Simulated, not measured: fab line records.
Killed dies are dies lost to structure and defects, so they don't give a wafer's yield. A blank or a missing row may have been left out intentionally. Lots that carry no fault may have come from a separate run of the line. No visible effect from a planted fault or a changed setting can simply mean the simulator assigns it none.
The tool behind it: which one? :: flow nandHarc :: 11 lots with 31 wafers sampled at 6 steps, on a route of 1302 steps

## WHAT THE GAUGES SHOWED, per wafer
NHARC_A_CHANNEL_HOLE_D2_INSPECT_40. Usual: rawDefectCount at 277, with a standard deviation of 70.
lot: L634
measured: day 13 15:19
on: defectInspect-01
rawDefectCount: 339 191 306
flag: 

lot: L636
measured: day 14 14:04
on: defectInspect-02
rawDefectCount: 239 209 335
flag: 

lot: L643
measured: day 17 15:44
on: defectInspect-01
rawDefectCount: 720 717
flag: OFF

lot: L645
measured: day 17 23:45
on: defectInspect-01
rawDefectCount: 738 456 827 729 446 837
flag: OFF

lot: L648
measured: day 19 19:43
on: defectInspect-02
rawDefectCount: 249 362 203
flag: 

lot: L650
measured: day 20 04:24
on: defectInspect-01
rawDefectCount: 212 219 301
flag: 

lot: L652
measured: day 20 18:07
on: defectInspect-01
rawDefectCount: 382 293 213
flag: 

lot: L653
measured: day 21 13:59
on: defectInspect-01
rawDefectCount: 168 198 295
flag: 

lot: L654
measured: day 22 04:58
on: defectInspect-02
rawDefectCount: 355 224 326
flag: 

lot: L657
measured: day 22 13:20
on: defectInspect-02
rawDefectCount: 196 309 308
flag: 

lot: L656
measured: day 22 13:30
on: defectInspect-02
rawDefectCount: 227 215 287
flag: 

NHARC_END_SORT_01. Usual: killedAtArray 51, standard deviation 17; killedAtOther 1.6, standard deviation 2.1; killedAtPeriphery 4, standard deviation 3.2; killedDies 57, standard deviation 18; killedOpen 2.9, standard deviation 1.7; killedShort 2.3, standard deviation 1.3.
lot: L643
measured: day 29 06:11
on: prober-02
killedAtArray: 90
killedAtOther: 0
killedAtPeriphery: 13
killedDies: 103
killedOpen: 2
killedShort: 3
flag: 

lot: L645
measured: day 29 05:26
on: prober-01
killedAtArray: 67 73
killedAtOther: 2 4
killedAtPeriphery: 6 1
killedDies: 75 78
killedOpen: 4 3
killedShort: 2 5
flag: 

## EACH LOT AND THE TOOL THAT RAN IT (in order: tool; ch and the chambers of the sampled wafers; start)
lot: L634
NHARC_A_CHANNEL_HOLE_D2_ETCH_20: harEtch-01 ch 0,1, day 13 09:46
NHARC_A_CHANNEL_HOLE_D2_ETCH_24: harEtch-01 ch 0,1, day 13 11:51
NHARC_A_CHANNEL_HOLE_D2_ETCH_44: rieDiel-06 ch 1,2,3, day 13 14:21
NHARC_A_CHANNEL_HOLE_D2_STRIP_28: rieDiel-06 ch 0,1, day 13 15:19 or earlier

lot: L636
NHARC_A_CHANNEL_HOLE_D2_ETCH_20: harEtch-01 ch 0,1, day 14 08:31
NHARC_A_CHANNEL_HOLE_D2_ETCH_24: harEtch-01 ch 0,1, day 14 10:37
NHARC_A_CHANNEL_HOLE_D2_ETCH_44: rieDiel-06 ch 1,2,3, day 14 13:06
NHARC_A_CHANNEL_HOLE_D2_STRIP_28: rieDiel-06 ch 0,1,2, day 14 14:04 or earlier

lot: L643
NHARC_A_CHANNEL_HOLE_D2_ETCH_20: harEtch-01 ch 0, day 17 09:50
NHARC_A_CHANNEL_HOLE_D2_ETCH_24: harEtch-01 ch 0, day 17 12:00
NHARC_A_CHANNEL_HOLE_D2_ETCH_44: rieDiel-06 ch 3, day 17 14:47
NHARC_A_CHANNEL_HOLE_D2_STRIP_28: rieDiel-06 ch 0, day 17 15:44 or earlier

lot: L645
NHARC_A_CHANNEL_HOLE_D2_ETCH_20: harEtch-01 ch 0,1, day 17 18:11
NHARC_A_CHANNEL_HOLE_D2_ETCH_24: harEtch-01 ch 0,1, day 17 20:23
NHARC_A_CHANNEL_HOLE_D2_ETCH_44: rieDiel-06 ch 0,3, day 17 22:44
NHARC_A_CHANNEL_HOLE_D2_STRIP_28: rieDiel-09 ch 0,1, day 17 22:52

lot: L648
NHARC_A_CHANNEL_HOLE_D2_ETCH_20: harEtch-02 ch 0,1, day 19 14:13
NHARC_A_CHANNEL_HOLE_D2_ETCH_24: harEtch-02 ch 0,1, day 19 16:23
NHARC_A_CHANNEL_HOLE_D2_ETCH_44: rieDiel-09 ch 0,1,3, day 19 18:45
NHARC_A_CHANNEL_HOLE_D2_STRIP_28: rieDiel-09 ch 0,1,3, day 19 19:43 or earlier

lot: L650
NHARC_A_CHANNEL_HOLE_D2_ETCH_20: harEtch-02 ch 0,1, day 19 22:53
NHARC_A_CHANNEL_HOLE_D2_ETCH_24: harEtch-02 ch 0,1, day 20 00:58
NHARC_A_CHANNEL_HOLE_D2_ETCH_44: rieDiel-06 ch 0,1,3, day 20 03:25
NHARC_A_CHANNEL_HOLE_D2_STRIP_28: rieDiel-06 ch 0,1,2, day 20 04:24 or earlier

lot: L652
NHARC_A_CHANNEL_HOLE_D2_ETCH_20: harEtch-02 ch 0,1, day 20 12:40
NHARC_A_CHANNEL_HOLE_D2_ETCH_24: harEtch-02 ch 0,1, day 20 14:55
NHARC_A_CHANNEL_HOLE_D2_ETCH_44: rieDiel-06 ch 0,2,3, day 20 17:07
NHARC_A_CHANNEL_HOLE_D2_STRIP_28: rieDiel-06 ch 2,3, day 20 18:07 or earlier

lot: L653
NHARC_A_CHANNEL_HOLE_D2_ETCH_20: harEtch-01 ch 0,1, day 21 08:28
NHARC_A_CHANNEL_HOLE_D2_ETCH_24: harEtch-01 ch 0,1, day 21 10:32
NHARC_A_CHANNEL_HOLE_D2_ETCH_44: rieDiel-09 ch 0,3, day 21 13:00
NHARC_A_CHANNEL_HOLE_D2_STRIP_28: rieDiel-09 ch 0,1,3, day 21 13:59 or earlier

lot: L654
NHARC_A_CHANNEL_HOLE_D2_ETCH_20: harEtch-01 ch 0,1, day 21 23:24
NHARC_A_CHANNEL_HOLE_D2_ETCH_24: harEtch-01 ch 0,1, day 22 01:30
NHARC_A_CHANNEL_HOLE_D2_ETCH_44: rieDiel-05 ch 1,2,3, day 22 03:58
NHARC_A_CHANNEL_HOLE_D2_STRIP_28: rieDiel-05 ch 1,2, day 22 04:58 or earlier

lot: L657
NHARC_A_CHANNEL_HOLE_D2_ETCH_20: harEtch-01 ch 0,1, day 22 07:46
NHARC_A_CHANNEL_HOLE_D2_ETCH_24: harEtch-01 ch 0,1, day 22 09:47
NHARC_A_CHANNEL_HOLE_D2_ETCH_44: rieDiel-09 ch 2,3, day 22 12:22
NHARC_A_CHANNEL_HOLE_D2_STRIP_28: rieDiel-09 ch 0,3, day 22 13:20 or earlier

lot: L656
NHARC_A_CHANNEL_HOLE_D2_ETCH_20: harEtch-02 ch 0,1, day 22 07:55
NHARC_A_CHANNEL_HOLE_D2_ETCH_24: harEtch-02 ch 0,1, day 22 09:56
NHARC_A_CHANNEL_HOLE_D2_ETCH_44: rieDiel-06 ch 2,3, day 22 12:31
NHARC_A_CHANNEL_HOLE_D2_STRIP_28: rieDiel-06 ch 1,3, day 22 13:30 or earlier
- NHARC_A_CHANNEL_HOLE_D2_ETCH_20: etches the open film in C4F8/O2/Ar, time 361.9 s, target depth 1600 nm.
- NHARC_A_CHANNEL_HOLE_D2_ETCH_24: etches the open film in C4F8/O2/Ar, time 906.2 s, target depth 1500 nm.
- NHARC_A_CHANNEL_HOLE_D2_ETCH_44: etches the open film in CF4/O2, target depth 140 nm, overetch 14 nm, time 77 s.
- NHARC_A_CHANNEL_HOLE_D2_STRIP_28: strips in O2.

## WHAT THE TOOLS THEMSELVES READ (means of the sampled wafers that have a number; where no wafer has one, the mark that the record gives instead)
NHARC_A_CHANNEL_HOLE_D2_ETCH_20. Usual: drypumpMotorCurrentA 5.67 A, standard deviation 0.29; heBacksideLeakSccm 6.1 sccm, standard deviation 0.89; showerheadPlenumPTorr 3.62 Torr, standard deviation 0.13; throttleValvePct 32.155 %, standard deviation 0.01.
lot: L634
tool: harEtch-01
drypumpMotorCurrentA (A): 5.43
heBacksideLeakSccm (sccm): 5.6
showerheadPlenumPTorr (Torr): 3.62
throttleValvePct (%): 32.153
flag: 

lot: L636
tool: harEtch-01
drypumpMotorCurrentA (A): 5.44
heBacksideLeakSccm (sccm): 5.7
showerheadPlenumPTorr (Torr): 3.61
throttleValvePct (%): 32.162
flag: 

lot: L643
tool: harEtch-01
drypumpMotorCurrentA (A): 5.39
heBacksideLeakSccm (sccm): 6.0
showerheadPlenumPTorr (Torr): 3.63
throttleValvePct (%): 32.164
flag: 

lot: L645
tool: harEtch-01
drypumpMotorCurrentA (A): 5.44
heBacksideLeakSccm (sccm): 6.0
showerheadPlenumPTorr (Torr): 3.58
throttleValvePct (%): 32.150
flag: 

lot: L648
tool: harEtch-02
drypumpMotorCurrentA (A): 5.86
heBacksideLeakSccm (sccm): 5.9
showerheadPlenumPTorr (Torr): 3.81
throttleValvePct (%): 32.159
flag: 

lot: L650
tool: harEtch-02
drypumpMotorCurrentA (A): 6.02
heBacksideLeakSccm (sccm): 5.8
showerheadPlenumPTorr (Torr): 3.70
throttleValvePct (%): 32.158
flag: 

lot: L652
tool: harEtch-02
drypumpMotorCurrentA (A): 6.02
heBacksideLeakSccm (sccm): 5.6
showerheadPlenumPTorr (Torr): 3.70
throttleValvePct (%): 32.168
flag: 

lot: L653
tool: harEtch-01
drypumpMotorCurrentA (A): 5.49
heBacksideLeakSccm (sccm): 6.0
showerheadPlenumPTorr (Torr): 3.51
throttleValvePct (%): 32.150
flag: 

lot: L654
tool: harEtch-01
drypumpMotorCurrentA (A): 5.49
heBacksideLeakSccm (sccm): 6.0
showerheadPlenumPTorr (Torr): 3.50
throttleValvePct (%): 32.162
flag: 

lot: L657
tool: harEtch-01
drypumpMotorCurrentA (A): 5.44
heBacksideLeakSccm (sccm): 6.4
showerheadPlenumPTorr (Torr): 3.55
throttleValvePct (%): 32.155
flag: 

lot: L656
tool: harEtch-02
drypumpMotorCurrentA (A): 6.04
heBacksideLeakSccm (sccm): 5.9
showerheadPlenumPTorr (Torr): 3.69
throttleValvePct (%): 32.160
flag: 

NHARC_A_CHANNEL_HOLE_D2_ETCH_24. Usual: drypumpMotorCurrentA 5.67 A, standard deviation 0.29; heBacksideLeakSccm 6.0 sccm, standard deviation 0.63; showerheadPlenumPTorr 3.61 Torr, standard deviation 0.13; throttleValvePct 32.235 %, standard deviation 0.0097.
lot: L634
tool: harEtch-01
drypumpMotorCurrentA (A): 5.46
heBacksideLeakSccm (sccm): 5.6
showerheadPlenumPTorr (Torr): 3.61
throttleValvePct (%): 32.232
flag: 

lot: L636
tool: harEtch-01
drypumpMotorCurrentA (A): 5.43
heBacksideLeakSccm (sccm): 5.7
showerheadPlenumPTorr (Torr): 3.61
throttleValvePct (%): 32.230
flag: 

lot: L643
tool: harEtch-01
drypumpMotorCurrentA (A): 5.40
heBacksideLeakSccm (sccm): 6.1
showerheadPlenumPTorr (Torr): 3.62
throttleValvePct (%): 32.252
flag: 

lot: L645
tool: harEtch-01
drypumpMotorCurrentA (A): 5.44
heBacksideLeakSccm (sccm): 6.0
showerheadPlenumPTorr (Torr): 3.57
throttleValvePct (%): 32.225
flag: 

lot: L648
tool: harEtch-02
drypumpMotorCurrentA (A): 5.87
heBacksideLeakSccm (sccm): 5.6
showerheadPlenumPTorr (Torr): 3.80
throttleValvePct (%): 32.244
flag: 

lot: L650
tool: harEtch-02
drypumpMotorCurrentA (A): 6.04
heBacksideLeakSccm (sccm): 5.7
showerheadPlenumPTorr (Torr): 3.70
throttleValvePct (%): 32.241
flag: 

lot: L652
tool: harEtch-02
drypumpMotorCurrentA (A): 6.02
heBacksideLeakSccm (sccm): 5.5
showerheadPlenumPTorr (Torr): 3.69
throttleValvePct (%): 32.226
flag: 

lot: L653
tool: harEtch-01
drypumpMotorCurrentA (A): 5.47
heBacksideLeakSccm (sccm): 6.1
showerheadPlenumPTorr (Torr): 3.50
throttleValvePct (%): 32.231
flag: 

lot: L654
tool: harEtch-01
drypumpMotorCurrentA (A): 5.48
heBacksideLeakSccm (sccm): 6.0
showerheadPlenumPTorr (Torr): 3.50
throttleValvePct (%): 32.241
flag: 

lot: L657
tool: harEtch-01
drypumpMotorCurrentA (A): 5.43
heBacksideLeakSccm (sccm): 6.4
showerheadPlenumPTorr (Torr): 3.54
throttleValvePct (%): 32.242
flag: 

lot: L656
tool: harEtch-02
drypumpMotorCurrentA (A): 6.02
heBacksideLeakSccm (sccm): 5.7
showerheadPlenumPTorr (Torr): 3.68
throttleValvePct (%): 32.230
flag: 

NHARC_A_CHANNEL_HOLE_D2_ETCH_44. Usual: drypumpMotorCurrentA 5.8 A, standard deviation 0.61; oesProductAu 1.002 a.u., standard deviation 0.0083; rfVppV 197.5 V, standard deviation 1.4; showerheadPlenumPTorr 1.32 Torr, standard deviation 0.058; throttleValvePct 13.397 %, standard deviation 0.0088.
lot: L634
tool: rieDiel-06
drypumpMotorCurrentA (A): 6.3
oesProductAu (a.u.): 1.005
rfVppV (V): 197.3
showerheadPlenumPTorr (Torr): 1.29
throttleValvePct (%): 13.406
flag: 

lot: L636
tool: rieDiel-06
drypumpMotorCurrentA (A): 6.3
oesProductAu (a.u.): 1.006
rfVppV (V): 196.1
showerheadPlenumPTorr (Torr): 1.29
throttleValvePct (%): 13.395
flag: 

lot: L643
tool: rieDiel-06
drypumpMotorCurrentA (A): 6.5
oesProductAu (a.u.): 1.001
rfVppV (V): 195.9
showerheadPlenumPTorr (Torr): 1.26
throttleValvePct (%): 13.397
flag: 

lot: L645
tool: rieDiel-06
drypumpMotorCurrentA (A): 6.0
oesProductAu (a.u.): 0.991
rfVppV (V): 198.2
showerheadPlenumPTorr (Torr): 1.35
throttleValvePct (%): 13.396
flag: 

lot: L648
tool: rieDiel-09
drypumpMotorCurrentA (A): 5.4
oesProductAu (a.u.): 1.008
rfVppV (V): 198.2
showerheadPlenumPTorr (Torr): 1.33
throttleValvePct (%): 13.412
flag: 

lot: L650
tool: rieDiel-06
drypumpMotorCurrentA (A): 6.1
oesProductAu (a.u.): 0.995
rfVppV (V): 197.8
showerheadPlenumPTorr (Torr): 1.34
throttleValvePct (%): 13.393
flag: 

lot: L652
tool: rieDiel-06
drypumpMotorCurrentA (A): 6.3
oesProductAu (a.u.): 0.995
rfVppV (V): 197.3
showerheadPlenumPTorr (Torr): 1.30
throttleValvePct (%): 13.396
flag: 

lot: L653
tool: rieDiel-09
drypumpMotorCurrentA (A): 5.0
oesProductAu (a.u.): 1.012
rfVppV (V): 197.6
showerheadPlenumPTorr (Torr): 1.28
throttleValvePct (%): 13.407
flag: 

lot: L654
tool: rieDiel-05
drypumpMotorCurrentA (A): 6.0
oesProductAu (a.u.): 1.005
rfVppV (V): 197.4
showerheadPlenumPTorr (Torr): 1.32
throttleValvePct (%): 13.400
flag: 

lot: L657
tool: rieDiel-09
drypumpMotorCurrentA (A): 5.2
oesProductAu (a.u.): 1.003
rfVppV (V): 196.6
showerheadPlenumPTorr (Torr): 1.30
throttleValvePct (%): 13.398
flag: 

lot: L656
tool: rieDiel-06
drypumpMotorCurrentA (A): 6.6
oesProductAu (a.u.): 1.000
rfVppV (V): 195.9
showerheadPlenumPTorr (Torr): 1.25
throttleValvePct (%): 13.405
flag: 

NHARC_A_CHANNEL_HOLE_D2_STRIP_28. Usual: drypumpMotorCurrentA 5.8 A, standard deviation 0.62; oesProductAu 1.002 a.u., standard deviation 0.0082; rfVppV 57.6 V, standard deviation 0.78; showerheadPlenumPTorr 3.49 Torr, standard deviation 0.15; throttleValvePct 17.036 %, standard deviation 0.0093.
lot: L634
tool: rieDiel-06
drypumpMotorCurrentA (A): 5.8
oesProductAu (a.u.): 0.996
rfVppV (V): 57.4
showerheadPlenumPTorr (Torr): 3.65
throttleValvePct (%): 17.044
flag: 

lot: L636
tool: rieDiel-06
drypumpMotorCurrentA (A): 6.1
oesProductAu (a.u.): 1.016
rfVppV (V): 58.2
showerheadPlenumPTorr (Torr): 3.52
throttleValvePct (%): 17.029
flag: 

lot: L643
tool: rieDiel-06
drypumpMotorCurrentA (A): 5.8
oesProductAu (a.u.): 0.997
rfVppV (V): 57.8
showerheadPlenumPTorr (Torr): 3.66
throttleValvePct (%): 17.045
flag: 

lot: L645
tool: rieDiel-09
drypumpMotorCurrentA (A): 5.4
oesProductAu (a.u.): 1.006
rfVppV (V): 57.4
showerheadPlenumPTorr (Torr): 3.52
throttleValvePct (%): 17.039
flag: 

lot: L648
tool: rieDiel-09
drypumpMotorCurrentA (A): 5.4
oesProductAu (a.u.): 1.013
rfVppV (V): 56.7
showerheadPlenumPTorr (Torr): 3.52
throttleValvePct (%): 17.043
flag: 

lot: L650
tool: rieDiel-06
drypumpMotorCurrentA (A): 6.1
oesProductAu (a.u.): 1.006
rfVppV (V): 57.2
showerheadPlenumPTorr (Torr): 3.52
throttleValvePct (%): 17.033
flag: 

lot: L652
tool: rieDiel-06
drypumpMotorCurrentA (A): 6.6
oesProductAu (a.u.): 1.007
rfVppV (V): 57.6
showerheadPlenumPTorr (Torr): 3.32
throttleValvePct (%): 17.041
flag: 

lot: L653
tool: rieDiel-09
drypumpMotorCurrentA (A): 5.4
oesProductAu (a.u.): 1.003
rfVppV (V): 57.6
showerheadPlenumPTorr (Torr): 3.52
throttleValvePct (%): 17.044
flag: 

lot: L654
tool: rieDiel-05
drypumpMotorCurrentA (A): 5.6
oesProductAu (a.u.): 1.001
rfVppV (V): 58.0
showerheadPlenumPTorr (Torr): 3.55
throttleValvePct (%): 17.042
flag: 

lot: L657
tool: rieDiel-09
drypumpMotorCurrentA (A): 5.0
oesProductAu (a.u.): 1.012
rfVppV (V): 57.5
showerheadPlenumPTorr (Torr): 3.39
throttleValvePct (%): 17.049
flag: 

lot: L656
tool: rieDiel-06
drypumpMotorCurrentA (A): 6.3
oesProductAu (a.u.): 0.998
rfVppV (V): 57.4
showerheadPlenumPTorr (Torr): 3.42
throttleValvePct (%): 17.032
flag: 

## THE ANSWER, worked out from the rows above alone
Rule: take the mean of a lot's wafers that have a number; if it is more than 3 standard deviations from the usual mean, the lot is off. A lot without any number at a reading at which 4 lots or more have one is off too. Where the step has rows for the other lots, those lots are counted as sound. The gauges are gone through in route order, then the tools' own readings, and for those a lot's mean is taken as printed above. The first step at which some lot is off is used, and at that step the reading that is off furthest; a lot without a number counts as furthest.
Off: L643, L645, at NHARC_A_CHANNEL_HOLE_D2_INSPECT_40 (rawDefectCount).
If a tool, at a process step before that reading, ran all the lots that are off and no sound lot after the first of them, it fits. Gauges at NHARC_A_CHANNEL_HOLE_D2_INSPECT_40: tried the same way as those tools. NHARC_A_CHANNEL_HOLE_D2_STRIP_28 gives no start for some lots, so the hours and the order of its lots are those of NHARC_A_CHANNEL_HOLE_D2_INSPECT_40. Not one of the candidates tried fits.

## WHAT THE SIMULATOR HAD INSERTED
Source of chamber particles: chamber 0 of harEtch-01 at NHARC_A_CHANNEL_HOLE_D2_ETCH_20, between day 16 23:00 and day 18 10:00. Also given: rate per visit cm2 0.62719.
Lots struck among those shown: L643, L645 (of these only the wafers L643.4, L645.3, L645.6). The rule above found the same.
